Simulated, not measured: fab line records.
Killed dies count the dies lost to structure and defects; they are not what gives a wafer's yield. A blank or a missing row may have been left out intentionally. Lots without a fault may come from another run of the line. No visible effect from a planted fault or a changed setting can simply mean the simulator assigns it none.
The tool behind it: which one? + flow n5Finfet + 11 lots with 33 wafers sampled at 2 steps, on a route of 1938 steps

## WHAT EACH GAUGE READ, for each wafer
N5_PASSIVATION_CD_MEAS_10: target cd 3000 nm.
| lot  | measured     | on       | cdNm (nm)            |
|------|--------------|----------|----------------------|
| L933 | day 11 17:17 | cdSem-03 | 2998.0 2998.9 2996.9 |
| L934 | day 12 06:57 | cdSem-01 | 3000.7 3001.2 2999.5 |
| L938 | day 13 18:29 | cdSem-03 | 2998.2 2999.2 3002.5 |
| L942 | day 14 15:26 | cdSem-03 | 3002.2 2999.2 3000.6 |
| L943 | day 15 02:20 | cdSem-03 | 3002.5 3001.3 3005.7 |
| L941 | day 15 10:02 | cdSem-02 | 2997.4 2999.9 3000.1 |
| L949 | day 16 18:04 | cdSem-02 | 2998.9 3001.7 2999.1 |
| L950 | day 16 18:21 | cdSem-01 | 2998.9 2999.3 3000.4 |
| L953 | day 17 09:25 | cdSem-01 | 2999.2 3001.8 2997.2 |
| L954 | day 18 01:50 | cdSem-03 | 3000.1 3000.4 3002.2 |
| L956 | day 18 17:59 | cdSem-01 | 3000.3 3002.1 2998.5 |

## EACH LOT AND THE TOOL THAT RAN IT (in order: tool; ch and the chambers of the sampled wafers; start)
| lot  | N5_BEOL_M11_STRIP_77              |
|------|-----------------------------------|
| L933 | rieDiel-04 ch 1,2,3, day 10 06:33 |
| L934 | rieDiel-04 ch 2,3, day 10 23:34   |
| L938 | rieDiel-03 ch 1,3, day 12 10:21   |
| L942 | rieDiel-04 ch 0,1,3, day 13 03:39 |
| L943 | rieDiel-04 ch 0,2,3, day 13 12:31 |
| L941 | rieDiel-04 ch 1,2, day 13 20:32   |
| L949 | rieDiel-05 ch 1,2,3, day 15 02:47 |
| L950 | rieDiel-03 ch 1,2,3, day 15 07:23 |
| L953 | rieDiel-05 ch 0,1,3, day 15 13:31 |
| L954 | rieDiel-04 ch 0,1,3, day 16 18:06 |
| L956 | rieDiel-05 ch 0,2, day 17 09:14   |
- N5_BEOL_M11_STRIP_77: strips in N2/H2, time 10 s.

## THE ANSWER, worked out from the rows above alone
Rule: usual is defined by the lots themselves. Put in order of their means at a reading, lots are off if they are a third of the lots or fewer, leave a main group of 4 or more, and stand apart from it by a gap of 3 or more times the standard deviation of the main group's means; of several such gaps the widest counts. A main group is skipped when, at the precision printed for the reading in the tables above, its means are all equal. A lot without any number at a reading at which 4 lots or more have one is off too. Where the step has rows for the other lots, those lots are counted as sound.
No lot is off on any of the readings shown, so nothing can be concluded from this.

## WHAT THE SIMULATOR HAD INSERTED
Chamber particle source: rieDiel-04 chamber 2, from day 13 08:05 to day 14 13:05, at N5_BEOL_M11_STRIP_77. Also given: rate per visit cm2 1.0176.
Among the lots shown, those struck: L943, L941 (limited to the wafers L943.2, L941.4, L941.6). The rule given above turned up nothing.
